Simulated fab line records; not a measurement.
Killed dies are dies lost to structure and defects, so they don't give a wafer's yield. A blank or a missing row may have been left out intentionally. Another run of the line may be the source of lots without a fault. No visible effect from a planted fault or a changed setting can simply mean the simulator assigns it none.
Chamber matching / flow nand harc / NHARC_P_GATE_DEP_103 on pecvd-04: 3 sister chambers
The step deposits SiON, target thk 30 nm. 16 wafers are shown with their chamber, then 8 later ones without.

EACH WAFER AND ITS CHAMBER
wafer=L074.4; chamber=2; heater power w (W)=720
wafer=L074.5; chamber=1; heater power w (W)=807
wafer=L074.6; chamber=0; heater power w (W)=761
wafer=L080.1; chamber=0; heater power w (W)=772
wafer=L080.2; chamber=2; heater power w (W)=667
wafer=L080.3; chamber=1; heater power w (W)=817
wafer=L081.1; chamber=1; heater power w (W)=847
wafer=L081.3; chamber=0; heater power w (W)=790
wafer=L081.5; chamber=0; heater power w (W)=775
wafer=L083.3; chamber=1; heater power w (W)=726
wafer=L083.4; chamber=2; heater power w (W)=717
wafer=L083.6; chamber=1; heater power w (W)=742
wafer=L087.3; chamber=2; heater power w (W)=826
wafer=L087.5; chamber=0; heater power w (W)=687
wafer=L087.6; chamber=2; heater power w (W)=817
wafer=L089.1; chamber=2; heater power w (W)=845

SIGNATURES (averages over the wafers above)
reading=heater power w; chamber 0=757.00; chamber 1=787.80; chamber 2=765.33; scatter within a chamber=58.1
Rule: a wafer's distance from a chamber is the root of the sum, over the readings, of the square of ((its reading less the chamber's mean) divided by the reading's scatter). The wafer belongs to the nearest chamber; if the next one is less than 2 further off, it can't be placed. The scatter: take each reading less its chamber's mean, square it, sum over the shown wafers, divide by the number of wafers less the number of chambers, and take the root.

WAFERS WHOSE CHAMBER IS MISSING
wafer=L089.3; heater power w (W)=754
wafer=L089.5; heater power w (W)=763
wafer=L093.4; heater power w (W)=771
wafer=L093.5; heater power w (W)=724
wafer=L093.6; heater power w (W)=848
wafer=L097.2; heater power w (W)=634
wafer=L097.3; heater power w (W)=851
wafer=L097.5; heater power w (W)=735

WHICH CHAMBER EACH ONE RAN IN
wafer=L089.3; from the rows above=can't be placed: 0 or 2 or 1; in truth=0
wafer=L089.5; from the rows above=can't be placed: 2 or 0 or 1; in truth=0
wafer=L093.4; from the rows above=can't be placed: 2 or 0 or 1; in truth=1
wafer=L093.5; from the rows above=can't be placed: 0 or 2 or 1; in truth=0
wafer=L093.6; from the rows above=can't be placed: 1 or 2 or 0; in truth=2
wafer=L097.2; from the rows above=can't be placed: 0 or 2 or 1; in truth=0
wafer=L097.3; from the rows above=can't be placed: 1 or 2 or 0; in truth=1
wafer=L097.5; from the rows above=can't be placed: 0 or 2 or 1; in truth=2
0 of 8 placed correctly. From these rows, 8 cannot be placed; in 8 the true chamber is one of the candidates. Placed wrongly: 0.
